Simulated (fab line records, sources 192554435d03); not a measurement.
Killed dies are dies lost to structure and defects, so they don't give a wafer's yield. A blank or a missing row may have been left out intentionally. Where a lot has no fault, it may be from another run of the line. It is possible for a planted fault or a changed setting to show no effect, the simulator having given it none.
Chamber matching | flow n5-finfet | ald-sin-01 running N5_FIN_SAQP_ALD_61: 4 sister chambers
The step deposits SiO2, target thk 4 nm, pulse time 1 s, purge time 2 s. 27 wafers are shown with their chamber, then 12 later ones without.

== WAFERS, EACH WITH ITS CHAMBER ==
wafer  | chamber | heater-power-outer-w (W) | heater-power-w (W) | precursor-pulse-height-rel
L074.3 | 3       | 228                      | 411                | 0.958
L074.4 | 0       | 244                      | 452                | 1.012
L074.5 | 3       | 236                      | 406                | 1.005
L076.2 | 2       | 250                      | 483                | 1.032
L076.4 | 1       | 272                      | 451                | 0.993
L076.6 | 1       | 271                      | 450                | 1.018
L079.1 | 3       | 230                      | 415                | 1.006
L079.2 | 1       | 279                      | 445                | 1.022
L079.6 | 3       | 232                      | 398                | 1.017
L080.1 | 1       | 273                      | 442                | 1.012
L080.2 | 2       | 260                      | 489                | 0.993
L080.5 | 2       | 261                      | 473                | 0.965
L081.2 | 3       | 233                      | 412                | 1.005
L081.3 | 0       | 247                      | 467                | 1.001
L081.4 | 1       | 272                      | 458                | 1.002
L084.2 | 3       | 230                      | 410                | 0.984
L084.3 | 0       | 250                      | 460                | 1.002
L084.6 | 0       | 247                      | 471                | 1.007
L085.1 | 1       | 275                      | 444                | 0.990
L085.4 | 0       | 250                      | 453                | 1.005
L085.5 | 3       | 235                      | 407                | 1.029
L086.4 | 3       | 234                      | 401                | 0.979
L086.5 | 3       | 226                      | 418                | 0.984
L086.6 | 2       | 254                      | 487                | 0.984
L090.2 | 1       | 280                      | 445                | 0.951
L090.3 | 0       | 243                      | 454                | 1.008
L090.5 | 3       | 235                      | 412                | 0.970

SIGNATURES (means of the wafers above)
reading                    | chamber 0 | chamber 1 | chamber 2 | chamber 3 | scatter within a chamber
heater-power-outer-w       | 246.83    | 274.57    | 256.25    | 231.90    | 3.61
heater-power-w             | 459.50    | 447.86    | 483.00    | 409.00    | 6.56
precursor-pulse-height-rel | 1.00583   | 0.99829   | 0.99350   | 0.99370   | 0.0213
Rule: distance of a wafer from a chamber = root of the sum over the readings of ((wafer's reading minus chamber's mean) / reading's scatter) squared. If the next closest chamber is less than 2 further off than the closest, the wafer can't be placed; otherwise it belongs to the closest. The scatter: take each reading less its chamber's mean, square it, sum over the shown wafers, divide by the number of wafers less the number of chambers, and take the root.

== WAFERS WITH NO CHAMBER GIVEN ==
wafer  | heater-power-outer-w (W) | heater-power-w (W) | precursor-pulse-height-rel
L091.1 | 235                      | 420                | 0.979
L091.3 | 246                      | 467                | 0.995
L091.6 | 244                      | 465                | 0.982
L095.2 | 262                      | 481                | 1.026
L095.4 | 256                      | 494                | 1.020
L095.6 | 253                      | 460                | 1.032
L096.1 | 249                      | 464                | 1.018
L096.2 | 254                      | 482                | 0.976
L096.6 | 246                      | 466                | 1.008
L097.2 | 229                      | 427                | 0.973
L097.3 | 245                      | 464                | 1.005
L097.5 | 230                      | 412                | 0.996

== WHICH CHAMBER EACH WENT THROUGH ==
wafer  | from the rows above     | in truth
L091.1 | 3                       | 3
L091.3 | 0                       | 0
L091.6 | 0                       | 0
L095.2 | 2                       | 2
L095.4 | 2                       | 2
L095.6 | can't be placed: 0 or 2 | 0
L096.1 | 0                       | 0
L096.2 | 2                       | 2
L096.6 | 0                       | 0
L097.2 | 3                       | 3
L097.3 | 0                       | 0
L097.5 | 3                       | 3
11 of 12 placed correctly. Not placeable from these rows: 1 (in 1, the candidates include the true chamber). 0 placed wrongly.
